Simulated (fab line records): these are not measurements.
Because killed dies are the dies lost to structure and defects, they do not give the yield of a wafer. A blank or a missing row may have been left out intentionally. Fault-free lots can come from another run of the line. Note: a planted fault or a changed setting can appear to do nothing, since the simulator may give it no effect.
Problem report, 8D (eight disciplines) form, completed by code	flow n5_finfet	the parts of the form that need people (team, actions taken, sign-off) are left out

## 1. THE PROBLEM
Wafers without a fault read 61.0 s, standard deviation 2.9; time_to_endpoint_s at N5_BEOL_M7_CMP_52 reads a mean of 0.6 s on 6 wafers belonging to 2 lots. Measured from the usual mean, that is -21 standard deviations.
The step: polishes, stops on SiCOH lowk, t overpolish 6.9 s, target thk 80 nm.
First seen on wafer L954.2, day 11 12:52, on cmp-02. Wafers with a number at this step in the record: 26, from 9 lots. By rule, "out" or "out of limits" means more than 4 standard deviations away from the usual mean. The other wafers with a number count as sound.

## 2. WHAT IT IS, WHAT IT ISN'T
question	is	is not
which readings at this step	time_to_endpoint_s	head_pressure_psi
which lots	L954, L955	L947, L949, L950, L963, L964, L967, L968
which wafers of those lots	all that have a number	-
read on which tools	cmp-01, cmp-02	cmp-04
when	from day 11 12:52	up to then (9 sound wafers); but 11 sound wafers of L963, L964, L967, L968 came after

## 3. WHAT RULES OUT EACH SUSPECT
Counting: any tool at a process step up to the reading is kept as a suspect provided that every lot that is out went through it and no sound lot did after the first of them.
- pvd_sputter-01 at N5_BEOL_M7_SPUTTER_48 (material Cu, target thk 10 nm, time 1.667 s): ruled out as a lasting fault. Following L954 (day 11 12:22), the first lot on it that is out, the sound lots L968 were run on it.
Left after counting: nothing in the record.

## 4. THE CAUSE (what the simulator had put in)
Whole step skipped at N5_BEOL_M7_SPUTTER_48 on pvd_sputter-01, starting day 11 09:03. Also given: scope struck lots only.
Counting ruled it out, wrongly: the rule takes a fault to strike every lot that its tool runs from its start on, and this one did not.

## 5. THE EFFECT CHAIN, in route order
One row per reading whose mean, taken over the struck wafers that have a number, lies over 3 standard deviations from the usual. Only readings whose record carries a usual standard deviation are examined. hours: median over the lots of the time between each lot's start at the first step of this table that gives one and its start at this step. sigmas: the change, counted in usual standard deviations.
hours	step	reading	usual	on struck wafers	change	sigmas
0	N5_BEOL_M7_CMP_52	time_to_endpoint_s	61.0 s	0.6	-60.4	-21
87	N5_PASSIVATION_PROBE_49	defect_limited_yield	90.9 %	0.0	-90.9	-61
87	N5_PASSIVATION_PROBE_49	killed_at_M4_up	13	1085	+1072	+99 or more
87	N5_PASSIVATION_PROBE_49	killed_dies	108	1180	+1072	+60
87	N5_PASSIVATION_PROBE_49	killed_on_rim	15	152	+137	+33
87	N5_PASSIVATION_PROBE_49	sort_bin_5_function	5.4 %	96.4	+91.0	+91
87	N5_PASSIVATION_PROBE_49	sort_n_pass	1072	0	-1072	-60
87	N5_PASSIVATION_PROBE_49	sort_yield_pct	90.9 %	0.0	-90.9	-61
It contains these process steps:
- N5_BEOL_M7_CMP_52: polishes, stops on SiCOH lowk, t overpolish 6.9 s, target thk 80 nm.
- N5_PASSIVATION_PROBE_49
Readings that are blank on the struck wafers while sound wafers have them: bias_v at N5_BEOL_M7_SPUTTER_48; cathode_dc_power_W at N5_BEOL_M7_SPUTTER_48; throttle_valve_pct at N5_BEOL_M7_SPUTTER_48.

## 6. WHAT WOULD HAVE CAUGHT IT SOONER
The fault began at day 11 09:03; the first out-of-limits reading in this record came at day 11 12:52, 4 hours later.
At N5_BEOL_M7_SPUTTER_48 the tool's readings are blank on the struck wafers, where sound wafers have them: an empty tool record is the first sign, and it was there at once.
